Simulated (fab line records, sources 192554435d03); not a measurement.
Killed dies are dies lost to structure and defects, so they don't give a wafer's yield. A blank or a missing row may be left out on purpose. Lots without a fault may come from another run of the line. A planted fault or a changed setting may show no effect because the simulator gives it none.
Split-lot experiment | flow n5_finfet | 7 lots, 21 wafers read, on a route of 1938 steps

THE SPLIT
At N5_BEOL_M14_DEP_53 (deposits SiCN from 3MS/NH3, target thk 50 nm, time 17.8 s), the setting time_s was moved away from the recipe's 17.8 s on 8 of the 21 wafers read, by -9.9% to +14.4%. The other wafers ran this setting at the recipe's value.

The reading is taken at the split's own step.

THE READING
SiCN_of_BEOL_M14_DEP_53.thk_nm (the simulator's own value, which no gauge read), in nm, at N5_BEOL_M14_DEP_53 (deposits SiCN from 3MS/NH3, target thk 50 nm, time 17.8 s). The file gives no usual value for it. The 13 wafers here that ran the recipe average 50.0 nm, standard deviation 0.63 nm.

wafer  | tool, chamber at the split | time_s as run, s | against the recipe | SiCN_of_BEOL_M14_DEP_53.thk_nm, nm | against lot-mates on the recipe
L074.2 | pecvd-04, 0,1              | 17.8             | recipe             | 50                                 | -
L074.6 | pecvd-04, 0,1              | 17.8             | recipe             | 50                                 | -
L074.4 | pecvd-04, 0                | 17.8             | recipe             | 50.8                               | -
L080.2 | pecvd-02, 2                | 19.77            | +11.1%             | 55                                 | +4.7
L080.5 | pecvd-02, 2                | 17.8             | recipe             | 50.6                               | -
L080.6 | pecvd-02, 0                | 17.8             | recipe             | 50                                 | -
L081.1 | pecvd-03, 2                | 17.8             | recipe             | 49.4                               | -
L081.3 | pecvd-03, 1                | 16.48            | -7.4%              | 45.6                               | -3.8
L081.5 | pecvd-03, 1                | 16.48            | -7.4%              | 46.6                               | -2.8
L084.2 | pecvd-04, 0                | 17.8             | recipe             | 49.4                               | -
L084.3 | pecvd-04, 2                | 16.03            | -9.9%              | 46.2                               | -3.2
L084.4 | pecvd-04, 0                | 16.03            | -9.9%              | 45.6                               | -3.8
L085.1 | pecvd-03, 0                | 16.65            | -6.5%              | 47                                 | -3.4
L085.2 | pecvd-03, 2                | 17.8             | recipe             | 49.8                               | -
L085.3 | pecvd-03, 0                | 17.8             | recipe             | 51                                 | -
L089.1 | pecvd-03, 1                | 17.8             | recipe             | 49.2                               | -
L089.4 | pecvd-03, 0,1              | 20.36            | +14.4%             | 57.4                               | +8.2
L089.6 | pecvd-03, 0,1              | 20.36            | +14.4%             | 57.4                               | +8.2
L094.1 | pecvd-04, 1                | 17.8             | recipe             | 48.8                               | -
L094.2 | pecvd-04, 0                | 17.8             | recipe             | 50.4                               | -
L094.6 | pecvd-04, 0                | 17.8             | recipe             | 50.4                               | -
Where a row lists several chambers, the file gives one row for several wafers and doesn't say which wafer went through which chamber.

THE FIT
A straight line over all 21 wafers: SiCN_of_BEOL_M14_DEP_53.thk_nm changes by +0.482 nm for each +1% of time_s; r = +0.98; the points scatter about the line by 0.63 nm.
The same after taking each lot's own level away (the mean of its wafers on the recipe; 21 wafers): +0.484 nm for each +1%; r = +0.98; scatter 0.72 nm.
On that fit, the largest move of time_s shifts the reading by 7 nm.
The lots' own levels span 49.20 to 50.40 nm, that is 1.9 times the standard deviation above.
So the lot-to-lot level changes the slope little: the two slopes agree.
Check: with one of the wafers moved furthest among these (+14.4%) left out of the fit, the line predicts +6.79 nm for it against its lot-mates. It came out at +8.2 nm against them.

OTHER SPLITS ON THESE WAFERS
These wafers also went through other splits before the reading. Each is held against what the fit with the lots' levels taken away leaves over:
other split on the same wafers    | wafers away from the commonest value | r with SiCN_of_BEOL_M14_DEP_53.thk_nm (lot level and that fit taken away)
N5_BEOL_M14_EXPOSE_25 dose_mj     | 5                                    | -0.47
N5_BEOL_M14_TRENCH_ETCH_34 time_s | 7                                    | +0.03
N5_BEOL_M14_SPUTTER_45 time_s     | 8                                    | -0.01

THE FILE'S OWN FIT
SiCN_of_BEOL_M14_DEP_53.thk_nm changes by +0.479 nm for each +1% of time_s, r = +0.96.
